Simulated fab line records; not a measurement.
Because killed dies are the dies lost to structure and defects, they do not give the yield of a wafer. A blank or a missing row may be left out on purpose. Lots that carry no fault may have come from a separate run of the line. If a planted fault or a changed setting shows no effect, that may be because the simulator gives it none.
Which of the tools did it? / flow nandHarc / 18 wafers sampled from 6 lots at 1 step of a route of 1302

== WHAT EACH GAUGE READ, for each wafer ==
NHARC_A_BONDPAD_CD_MEAS_13.
lot=L573; measured=day 23 15:12; on=cdSem-03; cdNm (nm)=497.8 499.5 498.1
lot=L576; measured=day 25 05:08; on=cdSem-01; cdNm (nm)=498.3 500.7 500.2
lot=L580; measured=day 26 20:20; on=cdSem-02; cdNm (nm)=497.6 497.8 500.3
lot=L583; measured=day 27 09:06; on=cdSem-02; cdNm (nm)=499.3 497.7 498.0
lot=L588; measured=day 29 15:03; on=cdSem-03; cdNm (nm)=496.1 497.8 495.1
lot=L592; measured=day 31 19:08; on=cdSem-01; cdNm (nm)=498.6 497.1 495.8

== WHAT TOOL EACH LOT RAN ON (gives the tool, then ch and the chambers of the sampled wafers, and finally the start) ==
The record shows no process step preceding these readings.

== THE ANSWER, worked out from the rows above alone ==
Rule: the usual values come from the lots themselves. Put in order of their means at a reading, lots are off if they are a third of the lots or fewer, leave a main group of 4 or more, and stand apart from it by a gap of 3 or more times the standard deviation of the main group's means; of several such gaps the widest counts. If all means in a main group match to the digits the tables above print for the reading, that group is not used. Also off: a lot with no number at a reading for which 4 or more lots have one. Where the step has rows for the other lots, those lots are counted as sound.
None of the lots is off at any reading shown; this tells nothing.

== WHAT THE SIMULATOR PUT IN ==
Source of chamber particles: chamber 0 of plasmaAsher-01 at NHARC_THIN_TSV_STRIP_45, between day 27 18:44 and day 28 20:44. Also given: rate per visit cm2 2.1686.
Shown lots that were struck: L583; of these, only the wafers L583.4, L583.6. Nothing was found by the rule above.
